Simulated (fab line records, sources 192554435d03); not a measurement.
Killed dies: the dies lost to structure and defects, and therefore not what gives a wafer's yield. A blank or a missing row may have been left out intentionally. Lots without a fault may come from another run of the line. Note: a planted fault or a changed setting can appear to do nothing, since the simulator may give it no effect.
fab line records	flow n5Finfet
record lots=9	wafers=27	lastDay=18
route steps=1938 shown SD_EPI_N@281 BEOL_M4@1108 BEOL_M5@1112 PASSIVATION@1936
lots untouched by any fault: they come from a run of this same line in which no faults occurred
startH: the number of hours between the record's first day and the start of the first shown wafer of the lot	waitH: hours from the lot's prior step to this one	" unchanged from the row above	L1.1+2: a row that stands for several wafers	- no value, or no start given	* or withheld: withheld	< > ~ a bound
route shown NAME@n: NAME is a module with steps in the file, n the number in the route of the first one	usual: mean and standard deviation over wafers with no fault	same: alike in all rows	chamber/n: place in a boat	sites: readings site by site	_std_site: how widely they spread, as a standard deviation	_edge_site: mean of outer sites minus mean of inner sites	radiusMm: for every site, how far away it sits from the centre of the wafer	mask NAME#n: copy n	behind: the tool/chamber that last shaped the wafer	hold: the reason the lot was held/the length of the hold in hours/how it ended	device: the transistor (n, p or np) that didn't switch	end of line: tests run on the same wafers once the route is complete	step lacking rows: just its recipe	killed: dies lost to structure and defects at the first sort, not the wafer's yield	map: shows each die of a wafer: x if killed, . if not, _ if none is there
set.NAME: the run value of the setting; set.NAME@STEP: its run value at that earlier step	model.NAME: the simulator's own value behind a step, which no gauge read
the route's steps for a sample of lots (tables are steps, rows are wafers)
services: a tool's chamber out of use, with start hour (startH, from the record's first day; less than 0 if before it), hours out, and reason
## steps
# step N5_SD_EPI_N_SD_RECESS_17
# recipe chemistry=HBr/Cl2/O2	targetDepthA=410	maskMaterial=SOC	timeS=23.7	btTimeS=3	pressureMtorr=10	icpW=800	biasW=112	HBr_flow_sccm=150	Cl2_flow_sccm=80	O2_flow_sccm=12
# usual drypumpMotorCurrentA=6.0/0.39	oes_o_777_au=0.991/0.015	oesProductAu=0.992/0.013	throttleValvePct=37.09/0.24
lot.wafer	tool	chamber	startH	waitH	drypumpMotorCurrentA	oes_o_777_au	oesProductAu	rfHoursCounterH	throttleValvePct
L295.1	rieSi-01	2	64.26	0.0	5.9	1.003	0.989	161	36.81
L295.3	"	0	"	"	6.0	1.013	1.011	24	37.27
L295.5	"	0	"	"	6.0	1.021	1.012	-	37.30
L296.1	rieSi-01	2	75.03	0.0	5.9	1.005	0.993	162	36.81
L296.5	"	3	"	"	6.7	0.971	0.979	-	36.74
L296.6	"	2	"	"	5.9	1.003	0.998	-	36.83
L297.1	rieSi-01	0	75.64	0.0	6.1	1.014	1.012	24	37.30
L297.4	"	3	"	"	6.7	0.970	0.980	6	36.73
L297.5	"	0	"	"	6.1	1.010	1.017	-	37.30
L298.2	rieSi-05	0	84.93	0.0	5.7	0.975	0.970	67	36.87
L298.4	"	3	"	"	5.8	0.986	0.974	158	37.09
L298.6	"	0	"	"	5.7	0.975	0.970	-	36.87
L299.1	rieSi-01	1	88.53	0.0	6.0	0.993	1.003	7	37.29
L299.2	"	3	"	"	6.7	0.973	0.984	7	36.74
L299.5	"	3	"	"	6.7	0.977	0.985	-	36.74
L303.1	rieSi-01	0	113.31	0.0	6.1	1.017	1.008	25	37.29
L303.4	"	1	"	"	6.0	0.998	1.009	7	37.29
L303.5	"	1	"	"	6.0	1.005	1.013	-	37.27
L310.1	rieSi-02	0	154.08	0.0	5.1	1.008	0.992	111	37.18
L310.4	"	2	"	"	5.6	0.981	0.980	40	37.32
L310.5	"	1	"	"	6.4	1.009	0.987	-	37.12
L312.1	rieSi-05	2	167.02	0.0	6.4	0.993	1.010	62	37.05
L312.4	"	3	"	"	5.8	0.981	0.978	160	37.11
L312.6	"	3	"	"	5.8	0.987	0.983	-	37.11
L316.2	rieSi-01	1	189.22	0.0	6.0	0.998	0.994	9	37.29
L316.4	"	3	"	"	6.7	0.975	0.980	9	36.73
L316.6	"	2	"	"	5.8	1.000	0.996	-	36.82
# step N5_BEOL_M4_DEP_57
# recipe material=SiCN	targetThkA=80	tempC=withheld	precursor=3MS/NH3	pressureTorr=3	rfW=202	timeS=14
# usual showerheadPlenumPTorr=3.662/0.018	throttleValvePct=9.2/0.61
# same timeS=14
lot.wafer	tool	chamber	startH	waitH	showerheadPlenumPTorr	throttleValvePct
L295.1	pecvd-04	0	187.77	0.0	3.616	9.4
L295.3	"	1	"	"	3.660	9.0
L295.5	"	1	"	"	3.669	8.9
L297.1	pecvd-02	1	208.88	0.0	3.679	9.7
L297.4	"	1	"	"	3.684	9.5
L297.5	"	0	"	"	3.665	9.0
L296.1	pecvd-02	1	215.52	0.0	3.682	9.5
L296.5	"	0	"	"	3.652	9.1
L296.6	"	2	"	"	3.677	9.4
L298.2	pecvd-03	2	231.23	0.0	3.666	8.0
L298.4	"	0	"	"	3.679	9.9
L298.6	"	2	"	"	3.668	8.3
L299.1	pecvd-04	0	234.76	0.0	3.622	9.4
L299.2	"	2	"	"	3.658	7.9
L299.5	"	1	"	"	3.677	8.9
L303.1	pecvd-02	2	251.10	0.0	3.675	9.1
L303.4	"	1	"	"	3.671	9.5
L303.5	"	0	"	"	3.657	9.1
L310.1	pecvd-03	2	299.52	0.0	3.668	8.0
L310.4	"	1	"	"	3.674	8.8
L310.5	"	2	"	"	3.665	8.1
L312.1	pecvd-04	1	300.29	0.0	3.666	9.3
L312.4	"	0	"	"	3.614	9.4
L312.6	"	2	"	"	3.654	8.2
L316.2	pecvd-03	2	331.54	0.0	3.672	8.1
L316.4	"	1	"	"	3.678	9.1
L316.6	"	2	"	"	3.672	8.4
# step N5_BEOL_M4_RC_MEAS_101
# usual CJ_N=4.35/0.061	DIBL_N=36.3/1.2	DIBL_P=36.3/1.4	IOFF_N=0.157/0.02	IOFF_N_85C=3.1/0.33	IOFF_N_LIN=0.073/0.0078	IOFF_P=0.22/0.033	ION_N=675/9.6	ION_P=465/8.2	SS_N=71.4/0.45	SS_P=73.3/0.54	VT_N=249.8/2.5	VT_P=-249/3.2
lot.wafer	tool	chamber	startH	waitH	CJ_N	DIBL_N[mV/V]	DIBL_P[mV/V]	IOFF_N[nA/um]	IOFF_N_85C[nA/um]	IOFF_N_LIN[nA/um]	IOFF_P[nA/um]	ION_N[uA/um]	ION_P[uA/um]	SS_N[mV/dec]	SS_P[mV/dec]	VT_N[mV]	VT_P[mV]
L295.1	prober-01	0	187.88	0.0	4.38	34.6	34.8	0.128	2.6	0.062	0.16	665	455	71.2	72.0	251.3	-256
L295.3	"	0	"	"	4.37	35.1	34.9	0.132	2.7	0.064	0.17	662	453	71.7	72.3	251.7	-253
L295.5	"	0	"	"	4.40	35.3	35.1	0.137	2.7	0.065	0.17	668	455	71.2	71.9	253.9	-254
L297.1	prober-01	0	209.08	0.0	4.35	36.7	36.7	0.185	3.5	0.084	0.25	695	475	72.2	73.9	247.5	-249
L297.4	"	0	"	"	4.35	36.6	36.2	0.163	3.2	0.074	0.23	679	466	71.9	72.6	250.2	-249
L297.5	"	0	"	"	4.33	36.4	36.4	0.179	3.4	0.080	0.25	695	477	71.0	72.6	246.5	-246
L296.1	prober-01	0	215.64	0.0	4.31	36.5	35.2	0.145	2.9	0.069	0.20	677	465	71.7	73.1	253.5	-251
L296.5	"	0	"	"	4.25	37.5	37.4	0.176	3.4	0.082	0.24	690	477	71.7	73.4	246.0	-247
L296.6	"	0	"	"	4.37	36.6	34.6	0.138	2.8	0.065	0.19	674	460	71.2	73.4	252.7	-251
L298.2	prober-02	0	231.51	0.2	4.41	37.3	37.8	0.178	3.3	0.080	0.22	683	471	72.2	72.9	244.7	-250
L298.4	"	0	"	"	4.40	37.8	38.3	0.186	3.5	0.083	0.24	679	472	72.5	73.4	248.3	-250
L298.6	"	0	"	"	4.33	36.0	35.7	0.139	2.7	0.066	0.19	670	463	71.3	72.7	251.5	-252
L299.1	prober-01	0	234.87	0.0	4.45	36.2	35.5	0.137	2.7	0.066	0.18	668	456	71.4	73.1	252.1	-252
L299.2	"	0	"	"	4.38	37.5	37.2	0.155	3.1	0.075	0.21	684	468	71.9	73.3	253.2	-252
L299.5	"	0	"	"	4.45	36.2	35.9	0.140	2.8	0.067	0.18	673	459	71.1	72.8	251.5	-253
L303.1	prober-02	0	251.22	0.0	4.85	46.1	35.5	0.823	12.3	0.109	0.23	703	466	82.6	73.8	245.5	-249
L303.4	"	0	"	"	4.35	36.9	35.0	0.162	3.2	0.075	0.21	680	466	71.2	73.2	248.9	-247
L303.5	"	0	"	"	4.35	37.3	35.6	0.174	3.4	0.080	0.23	682	465	71.6	73.8	250.0	-247
L310.1	prober-02	0	299.64	0.0	4.22	35.0	35.0	0.143	2.9	0.067	0.25	674	464	72.2	73.6	251.8	-248
L310.4	"	0	"	"	4.35	35.3	35.0	0.149	3.0	0.069	0.23	677	472	71.7	73.6	252.1	-247
L310.5	"	0	"	"	4.39	34.5	33.3	0.137	2.8	0.065	0.21	687	473	71.4	73.2	250.9	-248
L312.1	prober-02	0	300.57	0.2	4.33	35.0	35.5	0.126	2.5	0.059	0.18	653	459	70.5	72.8	254.0	-251
L312.4	"	0	"	"	4.28	35.4	36.4	0.127	2.6	0.060	0.19	661	460	71.3	73.2	254.7	-251
L312.6	"	0	"	"	4.25	34.6	35.6	0.115	2.4	0.056	0.18	658	459	70.8	73.1	254.7	-252
L316.2	prober-02	0	331.82	0.2	4.33	38.2	39.2	0.187	3.6	0.084	0.29	688	471	71.6	74.1	249.0	-242
L316.4	"	0	"	"	4.24	34.8	34.9	0.119	2.5	0.059	0.20	665	470	70.4	72.6	251.8	-248
L316.6	"	0	"	"	4.23	39.5	40.7	0.208	4.0	0.091	0.34	685	478	71.7	74.1	247.2	-243
# step N5_BEOL_M5_ILD_DEP_00
# recipe material=SiCOH_lowk	targetThkA=1406.4	tempC=300	precursor=DEMS/porogen	pressureTorr=5	rfW=500	timeS=25.9
# usual heaterPowerW=313/30	showerheadPlenumPTorr=5.746/0.013	throttleValvePct=14.2/0.73
# same timeS=25.9
lot.wafer	tool	chamber	startH	waitH	heaterPowerW	showerheadPlenumPTorr	throttleValvePct
L295.1	pecvd-01	2	188.85	0.8	362	5.733	12.9
L295.3	"	1	"	"	351	5.734	14.4
L295.5	"	0	"	"	357	5.749	13.8
L297.1	pecvd-03	0	210.05	0.8	317	5.751	15.6
L297.4	"	0	"	"	337	5.764	15.5
L297.5	"	2	"	"	271	5.729	12.6
L296.1	pecvd-02	0	216.60	0.8	332	5.725	14.1
L296.5	"	0	"	"	325	5.730	14.0
L296.6	"	1	"	"	292	5.751	14.9
L298.2	pecvd-02	0	232.31	0.7	326	5.726	13.9
L298.4	"	0	"	"	342	5.734	14.3
L298.6	"	1	"	"	311	5.768	14.8
L299.1	pecvd-01	2	235.85	0.8	352	5.751	12.6
L299.2	"	0	"	"	364	5.759	13.8
L299.5	"	0	"	"	370	5.757	14.3
L303.1	pecvd-01	0	252.18	0.8	327	5.774	14.2
L303.4	"	2	"	"	330	5.748	12.8
L303.5	"	0	"	"	338	5.772	14.5
L310.1	pecvd-03	0	300.60	0.8	309	5.767	15.1
L310.4	"	1	"	"	278	5.741	13.7
L310.5	"	2	"	"	305	5.741	12.7
L312.1	pecvd-02	1	301.54	0.8	300	5.754	14.5
L312.4	"	0	"	"	321	5.722	14.0
L312.6	"	1	"	"	298	5.744	14.6
L316.2	pecvd-02	1	332.62	0.7	317	5.764	14.7
L316.4	"	1	"	"	319	5.760	14.6
L316.6	"	0	"	"	323	5.729	14.1
# step N5_BEOL_M5_HM_DEP_02
# recipe material=TiN	targetThkA=200	tempC=25	chamberPressurePa=0.49996
# usual chamberPressurePa=0.4999/0.0011	throttleValvePct=29.5/0.78
lot.wafer	tool	chamber	startH	waitH	chamberPressurePa	throttleValvePct
L295.1	pvdSputter-03	-	189.51	0.0	0.5000	30.1
L295.3	"	-	"	"	0.4999	28.8
L295.5	"	-	"	"	0.5014	28.8
L297.1	pvdSputter-01	-	211.48	0.8	0.5015	28.5
L297.4	"	-	"	"	0.5013	30.5
L297.5	"	-	"	"	0.5006	29.7
L296.1	pvdSputter-03	-	218.52	1.3	0.4984	30.2
L296.5	"	-	"	"	0.5004	29.7
L296.6	"	-	"	"	0.5002	28.4
L298.2	pvdSputter-02	-	233.79	0.9	0.4989	29.6
L298.4	"	-	"	"	0.5020	27.9
L298.6	"	-	"	"	0.4986	29.1
L299.1	pvdSputter-02	-	238.31	1.4	0.4992	27.8
L299.2	"	-	"	"	0.5008	30.2
L299.5	"	-	"	"	0.4990	29.0
L303.1	pvdSputter-03	-	253.32	0.5	0.5007	28.8
L303.4	"	-	"	"	0.5016	29.9
L303.5	"	-	"	"	0.4982	30.6
L310.1	pvdSputter-01	-	302.64	1.4	0.5009	28.5
L310.4	"	-	"	"	0.4999	30.1
L310.5	"	-	"	"	0.5002	29.8
L312.1	pvdSputter-01	-	303.14	1.0	0.5001	28.6
L312.4	"	-	"	"	0.5017	29.7
L312.6	"	-	"	"	0.5001	28.4
L316.2	pvdSputter-02	-	334.56	1.3	0.4992	29.5
L316.4	"	-	"	"	0.5022	29.2
L316.6	"	-	"	"	0.4995	30.3
# step N5_PASSIVATION_PROBE_49
# usual defectLimitedYield=91.1/1.4	killed_at_M0_to_M3=33/10	killed_at_M4_up=15/5.8	killedAtContacts=13/5.9	killedAtFrontEnd=39/11	killedAtOther=4/3.6	killedDies=105/16	killedOpen=68/11	killedShort=34/7.8	sort_bin_4_leakage=0/0	sort_bin_5_function=5.2/0.88	sort_bin_6_memory=3.3/0.61	sortNPass=1075/16	sortYieldPct=91.1/1.4
# same grossDies=1180	killedAtBackSide=0	sort_bin_8_speed[%]=0
lot.wafer	tool	chamber	startH	waitH	defectLimitedYield[%]	killed_at_M0_to_M3	killed_at_M4_up	killedAtContacts	killedAtFrontEnd	killedAtOther	killedDies	killedOpen	killedShort	sort_bin_4_leakage[%]	sort_bin_5_function[%]	sort_bin_6_memory[%]	sortNPass	sortYieldPct[%]
L295.1	prober-01	-	291.11	0.0	88.8	33	11	21	63	4	132	85	41	0	6.6	4.3	1048	88.8
L295.3	prober-01	-	291.21	0.1	88.7	26	19	16	71	1	133	85	41	0	7.2	3.5	1047	88.7
L295.5	prober-01	-	291.31	0.2	90.1	35	16	4	56	6	117	68	40	0	5.3	3.8	1063	90.1
L297.1	prober-01	-	300.80	0.0	91.3	24	14	17	36	12	103	67	33	0	6.4	2.1	1077	91.3
L297.4	prober-01	-	300.95	0.2	92.1	32	17	11	31	2	93	68	25	0	5.6	1.7	1087	92.1
L297.5	prober-01	-	301.00	0.2	90.8	40	17	12	28	11	108	70	35	0	5.3	3.8	1072	90.8
L296.1	prober-01	-	311.08	0.0	89.7	57	18	5	35	6	121	78	35	0	6.4	3.1	1059	89.7
L296.5	prober-01	-	311.28	0.2	91.3	37	17	7	39	3	103	67	32	0	4.9	3.6	1077	91.3
L296.6	prober-01	-	311.33	0.3	91.0	30	13	21	42	0	106	82	23	0	5.2	3.5	1074	91.0
L298.2	prober-01	-	340.70	0.1	92.1	11	8	19	51	4	93	63	28	0	3.9	3.6	1087	92.1
L298.4	prober-01	-	340.80	0.2	90.7	30	10	15	49	6	110	70	38	0	5.7	3.2	1070	90.7
L298.6	prober-01	-	340.90	0.3	89.6	35	19	17	46	6	123	87	33	0	6.1	4.0	1057	89.6
L299.1	prober-01	-	345.43	0.0	91.0	46	23	9	24	4	106	73	29	0	5.8	3.0	1074	91.0
L299.2	prober-01	-	345.48	0.1	93.1	31	18	3	23	6	81	47	28	0	4.0	2.7	1099	93.1
L299.5	prober-01	-	345.63	0.2	91.0	50	13	9	34	0	106	65	36	0	4.7	3.7	1074	91.0
L303.1	prober-02	-	353.80	0.0	91.4	29	16	16	34	6	101	72	26	91.27	5.5	2.7	2	0.2
L303.4	prober-02	-	353.95	0.2	91.4	46	12	16	24	3	101	68	27	0	4.6	3.5	1079	91.4
L303.5	prober-02	-	354.00	0.2	91.0	36	19	17	31	3	106	65	39	0	5.3	3.3	1074	91.0
L310.1	prober-01	-	406.61	0.0	89.7	40	12	23	44	2	121	70	51	0	6.2	3.3	1059	89.7
L310.4	prober-01	-	406.76	0.2	91.6	29	12	11	46	1	99	61	38	0	5.3	2.8	1081	91.6
L310.5	prober-01	-	406.81	0.2	91.4	36	8	24	32	2	102	70	32	0	5.3	3.0	1078	91.4
L312.1	prober-02	-	408.41	0.0	89.5	44	11	18	49	2	124	80	44	0	6.8	3.2	1056	89.5
L312.4	prober-02	-	408.56	0.2	90.8	42	12	10	43	1	108	69	39	0	5.3	3.4	1072	90.8
L312.6	prober-02	-	408.66	0.3	89.6	44	8	7	58	6	123	79	44	0	6.2	3.6	1057	89.6
L316.2	prober-02	-	440.45	0.1	94.1	32	12	4	17	5	70	42	27	0	3.5	2.5	1110	94.1
L316.4	prober-02	-	440.55	0.2	91.4	34	21	10	26	11	102	80	22	0	5.1	3.2	1078	91.4
L316.6	prober-02	-	440.65	0.3	92.7	20	24	8	29	5	86	57	25	0	4.2	2.9	1094	92.7
# killed by level:class
L295.1 FIN_SAQP:geometricParticle:open=14 FIN_SAQP:geometricParticle:short=13 MOL_CONTACT_COAG:geometricParticle:open=13 BEOL_M3:geometricParticle:open=10 STI_FIN_REVEAL:geometricParticle:open=8 DUMMY_GATE:geometricParticle:open=8 GATE_CUT:geometricParticle:short=6 MOL_CONTACT_COAG:geometricParticle:short=6
L295.3 STI_FIN_REVEAL:geometricParticle:open=18 MOL_CONTACT_COAG:geometricParticle:open=14 FIN_SAQP:geometricParticle:short=10 FIN_SAQP:geometricParticle:open=7 GATE_CUT:geometricParticle:open=7 BEOL_M1:geometricParticle:open=7 BEOL_M4:geometricParticle:open=6 DUMMY_GATE:geometricParticle:open=4
L295.5 FIN_SAQP:geometricParticle:open=13 BEOL_M4:geometricParticle:open=11 FIN_SAQP:geometricParticle:short=10 STI_FIN_REVEAL:geometricParticle:open=10 BEOL_M0_SAQP:geometricParticle:short=8 BEOL_M3:geometricParticle:open=8 GATE_CUT:geometricParticle:short=6 BEOL_M1:geometricParticle:open=6
L297.1 MOL_CONTACT_COAG:geometricParticle:open=13 BEOL_M2:geometricParticle:open=7 FIN_SAQP:geometricParticle:open=6 STARTING-WAFER:geometricParticle:open=6 STI_FIN_REVEAL:geometricParticle:open=5 FIN_SAQP:geometricParticle:short=4 GATE_CUT:geometricParticle:short=4 BEOL_M0_SAQP:geometricParticle:open=4
L297.4 MOL_CONTACT_COAG:geometricParticle:open=11 FIN_SAQP:geometricParticle:open=8 BEOL_M0_SAQP:geometricParticle:open=7 BEOL_M1:geometricParticle:open=7 BEOL_M0_SAQP:geometricParticle:short=6 BEOL_M4:geometricParticle:open=6 STARTING-WAFER:geometricParticle:short=5 STARTING-WAFER:geometricParticle:open=5
L297.5 BEOL_M1:geometricParticle:open=12 FIN_SAQP:geometricParticle:open=9 MOL_CONTACT_COAG:geometricParticle:open=9 BEOL_M4:geometricParticle:open=9 FIN_SAQP:geometricParticle:short=7 BEOL_M0_SAQP:geometricParticle:open=7 BEOL_M0_SAQP:geometricParticle:short=5 BEOL_M1:geometricParticle:short=5
L296.1 BEOL_M2:geometricParticle:open=15 BEOL_M0_SAQP:geometricParticle:open=14 STI_FIN_REVEAL:geometricParticle:open=9 BEOL_M0_SAQP:geometricParticle:short=9 FIN_SAQP:geometricParticle:open=6 BEOL_M1:geometricParticle:open=5 BEOL_M5:geometricParticle:open=5 DUMMY_GATE:geometricParticle:open=4
L296.5 STI_FIN_REVEAL:geometricParticle:open=14 BEOL_M0_SAQP:geometricParticle:open=9 BEOL_M1:geometricParticle:open=8 STI_FIN_REVEAL:geometricParticle:short=7 MOL_CONTACT_COAG:geometricParticle:open=6 BEOL_M0_SAQP:geometricParticle:short=6 BEOL_M4:geometricParticle:open=6 FIN_SAQP:geometricParticle:open=5
L296.6 STI_FIN_REVEAL:geometricParticle:open=22 MOL_CONTACT_COAG:geometricParticle:open=17 FIN_SAQP:geometricParticle:open=7 BEOL_M1:geometricParticle:open=6 BEOL_M3:geometricParticle:open=6 BEOL_M0_SAQP:geometricParticle:open=5 FIN_SAQP:geometricParticle:short=4 MOL_CONTACT_COAG:geometricParticle:short=4
L298.2 FIN_SAQP:geometricParticle:open=17 MOL_CONTACT_COAG:geometricParticle:open=16 FIN_SAQP:geometricParticle:short=13 BEOL_M0_SAQP:geometricParticle:open=5 STARTING-WAFER:geometricParticle:open=5 GATE_CUT:geometricParticle:short=3 MOL_CONTACT_COAG:geometricParticle:short=3 STI_FIN_REVEAL:geometricParticle:open=2
L298.4 FIN_SAQP:geometricParticle:open=13 FIN_SAQP:geometricParticle:short=9 MOL_CONTACT_COAG:geometricParticle:open=9 BEOL_M2:geometricParticle:open=7 BEOL_M3:geometricParticle:open=7 STI_FIN_REVEAL:geometricParticle:open=5 DUMMY_GATE:geometricParticle:open=5 MOL_CONTACT_COAG:geometricParticle:short=5
L298.6 MOL_CONTACT_COAG:geometricParticle:open=12 GATE_CUT:geometricParticle:short=10 FIN_SAQP:geometricParticle:open=8 BEOL_M5:geometricParticle:open=8 BEOL_M3:geometricParticle:open=7 STI_FIN_REVEAL:geometricParticle:open=6 BEOL_M0_SAQP:geometricParticle:open=6 MOL_CONTACT_COAG:geometricParticle:short=5
L299.1 BEOL_M2:geometricParticle:open=18 BEOL_M4:geometricParticle:open=10 MOL_CONTACT_COAG:geometricParticle:open=7 BEOL_M0_SAQP:geometricParticle:open=7 BEOL_M0_SAQP:geometricParticle:short=6 BEOL_M2:geometricParticle:short=6 BEOL_M3:geometricParticle:open=6 FIN_SAQP:geometricParticle:short=4
L299.2 BEOL_M2:geometricParticle:open=8 ILD0:geometricParticle:short=6 BEOL_M0_SAQP:geometricParticle:open=6 FIN_SAQP:geometricParticle:open=5 GATE_CUT:geometricParticle:short=4 BEOL_M0_SAQP:geometricParticle:short=4 BEOL_M1:geometricParticle:open=4 BEOL_M5:geometricParticle:open=4
L299.5 FIN_SAQP:geometricParticle:short=11 BEOL_M0_SAQP:geometricParticle:open=9 BEOL_M2:geometricParticle:open=9 MOL_CONTACT_COAG:geometricParticle:open=8 BEOL_M0_SAQP:geometricParticle:short=8 FIN_SAQP:geometricParticle:open=7 BEOL_M3:geometricParticle:open=6 ILD0:geometricParticle:open=4
L303.1 MOL_CONTACT_COAG:geometricParticle:open=15 STI_FIN_REVEAL:geometricParticle:open=9 BEOL_M2:geometricParticle:open=9 BEOL_M0_SAQP:geometricParticle:short=7 BEOL_M1:geometricParticle:open=7 BEOL_M4:geometricParticle:open=6 DUMMY_GATE:geometricParticle:open=4 GATE_CUT:geometricParticle:open=3
L303.4 MOL_CONTACT_COAG:geometricParticle:open=12 BEOL_M3:geometricParticle:open=11 BEOL_M2:geometricParticle:open=9 BEOL_M1:geometricParticle:open=8 GATE_CUT:geometricParticle:short=5 BEOL_M0_SAQP:geometricParticle:open=5 STI_FIN_REVEAL:geometricParticle:open=4 BEOL_M0_SAQP:geometricParticle:short=4
L303.5 MOL_CONTACT_COAG:geometricParticle:open=13 BEOL_M4:geometricParticle:open=10 FIN_SAQP:geometricParticle:short=8 BEOL_M2:geometricParticle:open=8 BEOL_M0_SAQP:geometricParticle:short=7 BEOL_M3:geometricParticle:open=6 FIN_SAQP:geometricParticle:open=5 DUMMY_GATE:geometricParticle:open=4
L310.1 MOL_CONTACT_COAG:geometricParticle:open=18 FIN_SAQP:geometricParticle:short=13 BEOL_M3:geometricParticle:open=9 BEOL_M2:geometricParticle:open=9 FIN_SAQP:geometricParticle:open=7 BEOL_M0_SAQP:geometricParticle:short=7 MOL_CONTACT_COAG:geometricParticle:short=5 ILD0:geometricParticle:short=4
L310.4 FIN_SAQP:geometricParticle:short=18 BEOL_M3:geometricParticle:open=14 FIN_SAQP:geometricParticle:open=9 MOL_CONTACT_COAG:geometricParticle:open=8 BEOL_M4:geometricParticle:open=8 DUMMY_GATE:geometricParticle:open=5 BEOL_M0_SAQP:geometricParticle:open=5 BEOL_M4:geometricParticle:short=4
L310.5 MOL_CONTACT_COAG:geometricParticle:open=20 FIN_SAQP:geometricParticle:open=10 BEOL_M3:geometricParticle:open=10 FIN_SAQP:geometricParticle:short=9 BEOL_M1:geometricParticle:open=6 BEOL_M0_SAQP:geometricParticle:open=5 MOL_CONTACT_COAG:geometricParticle:short=4 BEOL_M4:geometricParticle:open=4
L312.1 FIN_SAQP:geometricParticle:open=23 BEOL_M3:geometricParticle:open=12 MOL_CONTACT_COAG:geometricParticle:open=11 BEOL_M0_SAQP:geometricParticle:open=8 MOL_CONTACT_COAG:geometricParticle:short=7 BEOL_M2:geometricParticle:open=7 BEOL_M0_SAQP:geometricParticle:short=7 STI_FIN_REVEAL:geometricParticle:open=6
L312.4 FIN_SAQP:geometricParticle:open=11 BEOL_M3:geometricParticle:open=11 FIN_SAQP:geometricParticle:short=10 BEOL_M1:geometricParticle:open=10 GATE_CUT:geometricParticle:short=7 BEOL_M0_SAQP:geometricParticle:short=7 MOL_CONTACT_COAG:geometricParticle:open=6 BEOL_M0_SAQP:geometricParticle:open=6
L312.6 FIN_SAQP:geometricParticle:open=17 FIN_SAQP:geometricParticle:short=14 BEOL_M0_SAQP:geometricParticle:short=10 BEOL_M3:geometricParticle:open=9 BEOL_M0_SAQP:geometricParticle:open=8 BEOL_M1:geometricParticle:open=8 DUMMY_GATE:geometricParticle:open=7 STI_FIN_REVEAL:geometricParticle:open=6
L316.2 BEOL_M0_SAQP:geometricParticle:open=7 BEOL_M0_SAQP:geometricParticle:short=6 BEOL_M0:geometricParticle:open=5 BEOL_M1:geometricParticle:open=5 BEOL_M3:geometricParticle:short=4 BEOL_M5:geometricParticle:open=4 FIN_SAQP:geometricParticle:short=3 GATE_CUT:geometricParticle:short=3
L316.4 BEOL_M6:geometricParticle:open=10 MOL_CONTACT_COAG:geometricParticle:open=9 BEOL_M4:geometricParticle:open=8 MIM_TOP_ETCH:geometricParticle:open=7 BEOL_M1:geometricParticle:open=7 STI_FIN_REVEAL:geometricParticle:open=6 BEOL_M0_SAQP:geometricParticle:open=6 BEOL_M0:geometricParticle:open=6
L316.6 BEOL_M4:geometricParticle:open=12 STI_FIN_REVEAL:geometricParticle:open=9 MOL_CONTACT_COAG:geometricParticle:open=7 BEOL_M1:geometricParticle:open=6 BEOL_M0_SAQP:geometricParticle:open=5 FIN_SAQP:geometricParticle:short=4 STARTING-WAFER:geometricParticle:short=4 FIN_SAQP:geometricParticle:open=3
## services
tool	chamber	startH	hours	kind
pecvd-02	0	40.70	10.4	repair
pecvd-04	-	49.91	14.6	pm
rieSi-01	1	62.65	3.2	repair
pvdSputter-02	-	72.75	1.6	repair
pvdSputter-02	-	77.78	1.6	repair
pecvd-01	1	86.23	11.2	repair
pvdSputter-02	-	105.07	4.9	repair
pecvd-02	-	106.83	2.8	pm
pvdSputter-01	-	107.19	4.0	repair
pecvd-02	0	142.29	5.6	repair
pecvd-01	0	148.21	20.6	repair
pvdSputter-03	-	161.93	6.6	repair
pecvd-03	-	165.20	5.5	pm
pvdSputter-02	-	185.64	12.6	repair
pecvd-03	2	188.00	18.4	repair
pecvd-01	2	196.46	8.4	repair
pecvd-03	-	205.57	2.8	pm
rieSi-01	3	216.47	9.2	repair
pecvd-04	-	229.84	4.3	pm
pecvd-04	-	236.77	3.5	repair
pecvd-04	-	257.15	0.9	repair
pecvd-02	1	291.17	6.9	repair
pecvd-03	2	307.31	8.5	repair
pecvd-03	-	318.67	1.6	repair
## key
firstSign step=N5_BEOL_M4_RC_MEAS_101	reading=IOFF_N	direction=up	sigmas=34	usual=0.157	struck=0.823
effect step=N5_BEOL_M4_RC_MEAS_101	reading=IOFF_N_85C	direction=up	sigmas=28	usual=3.1	struck=12.3
effect step=N5_BEOL_M4_RC_MEAS_101	reading=SS_N	direction=up	sigmas=25	usual=71.4	struck=82.6
effect step=N5_BEOL_M4_RC_MEAS_101	reading=DIBL_N	direction=up	sigmas=8.4	usual=36.3	struck=46.1
effect step=N5_BEOL_M4_RC_MEAS_101	reading=CJ_N	direction=up	sigmas=8.2	usual=4.35	struck=4.85
effect step=N5_BEOL_M4_RC_MEAS_101	reading=IOFF_N_LIN	direction=up	sigmas=4.5	usual=0.073	struck=0.109
effect step=N5_PASSIVATION_PROBE_49	reading=sort_bin_4_leakage	direction=up	sigmas=99+	usual=0	struck=91.27
metAt N5_SD_EPI_N_SD_RECESS_17
struckLots L303
struckWafers L303.1
notActingAt N5_BEOL_M4_DEP_57,N5_BEOL_M5_ILD_DEP_00,N5_BEOL_M5_HM_DEP_02
onsetBetween 75.64 113.31
fault kind=processParameterDrift	tool=rieSi-01	chamber=0	onsetH=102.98	steps=N5_SD_EPI_N_SD_RECESS_17	channel=timeS	offset=*	shape=step	endH=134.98	actsIn=*	stated=*
